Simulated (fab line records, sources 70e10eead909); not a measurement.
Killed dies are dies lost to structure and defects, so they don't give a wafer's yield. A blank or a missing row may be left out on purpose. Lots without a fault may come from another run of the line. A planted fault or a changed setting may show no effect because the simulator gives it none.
Chamber matching | flow nand_harc | NHARC_A_CHANNEL_FILL_D2_ALD_02 on ald_hk-01: 4 sister chambers
The step deposits SiO2, target thk 6 nm, pulse time 10 s, ald cycles 60. 8 wafers are shown with their chamber, then 12 later ones without.

WAFERS WITH THEIR CHAMBER
wafer  | chamber | heater_power_w (W) | precursor_pulse_height_rel
L083.4 | 2       | 453                | 1.000
L083.6 | 3       | 481                | 1.010
L085.1 | 2       | 452                | 0.966
L085.2 | 1       | 439                | 0.979
L085.3 | 0       | 390                | 1.009
L085.4 | 3       | 476                | 1.020
L085.5 | 1       | 445                | 1.014
L085.6 | 0       | 387                | 1.019

WAFERS WITHOUT THEIR CHAMBER
wafer  | heater_power_w (W) | precursor_pulse_height_rel
L084.2 | 451                | 0.989
L084.3 | 472                | 1.003
L084.5 | 455                | 1.020
L091.3 | 480                | 1.037
L091.4 | 454                | 1.020
L091.6 | 435                | 1.036
L096.1 | 369                | 0.990
L096.2 | 458                | 1.017
L096.6 | 451                | 0.984
L097.2 | 451                | 1.012
L097.3 | 386                | 1.009
L097.6 | 456                | 0.976

WHICH CHAMBER EACH WENT THROUGH
wafer  | from the rows above     | in truth
L084.2 | 2                       | 2
L084.3 | 3                       | 3
L084.5 | 2                       | 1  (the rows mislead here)
L091.3 | 3                       | 3
L091.4 | 2                       | 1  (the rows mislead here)
L091.6 | 1                       | 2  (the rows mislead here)
L096.1 | 0                       | 0
L096.2 | 2                       | 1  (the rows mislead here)
L096.6 | 2                       | 2
L097.2 | can't be placed: 2 or 1 | 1
L097.3 | 0                       | 0
L097.6 | 2                       | 2
Placed correctly: 7 of 12. Can't be placed from these rows: 1 (the true chamber is among the candidates in 1). Placed wrongly: 4.
How it was worked out, from the rows above alone: a wafer's distance from a chamber is the root of the sum, over the readings, of the square of ((its reading less the chamber's mean) divided by the reading's scatter). The wafer belongs to the nearest chamber; if the next one is less than 2 further off, it can't be placed. A chamber's mean is the mean of its shown wafers. The scatter: the root of (the sum of the squares of (reading less its chamber's mean) over the shown wafers, divided by (wafers less chambers)).
